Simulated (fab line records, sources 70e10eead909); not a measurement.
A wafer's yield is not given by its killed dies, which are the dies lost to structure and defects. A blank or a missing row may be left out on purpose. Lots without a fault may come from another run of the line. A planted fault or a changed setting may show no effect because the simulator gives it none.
Matching of chambers    flow nand harc    4 sister chambers for NHARC_A_CONTACT_ETCH_49 on rie diel-03
The step etches the open film in N2/H2, target depth 260 nm, time 475.3 s. 8 wafers are shown with their chamber, then 7 later ones without.

## WAFERS WITH THEIR CHAMBER
wafer   chamber  showerhead plenum p Torr (Torr)  drypump motor current A (A)
L753.5  0        2.21                             5.5
L753.6  3        2.15                             5.0
L756.5  1        1.94                             5.8
L758.2  2        2.07                             6.3
L758.5  0        2.21                             5.5
L758.6  1        1.94                             5.7
L766.1  3        2.14                             4.9
L766.3  2        2.06                             6.3

## WAFERS MISSING THEIR CHAMBER
wafer   showerhead plenum p Torr (Torr)  drypump motor current A (A)
L766.4  2.21                             5.5
L768.2  2.14                             4.9
L768.3  2.21                             5.4
L768.4  2.06                             6.3
L770.1  1.94                             5.8
L770.4  1.94                             5.8
L770.6  2.14                             5.0

## CHAMBER TAKEN BY EACH
wafer   from the rows above  in truth
L766.4  0                    0
L768.2  3                    3
L768.3  0                    0
L768.4  2                    2
L770.1  1                    1
L770.4  1                    1
L770.6  3                    3
Correct placement for 7 of the 7. Left unplaced by these rows: 0. Number placed wrongly: 0.
How it was worked out, from the rows above alone: a wafer's distance from a chamber is the root of the sum, over the readings, of the square of ((its reading less the chamber's mean) divided by the reading's scatter). The wafer belongs to the nearest chamber; if the next one is less than 2 further off, it can't be placed. The mean given for a chamber averages the wafers shown for that chamber. The scatter: take each reading less its chamber's mean, square it, sum over the shown wafers, divide by the number of wafers less the number of chambers, and take the root.
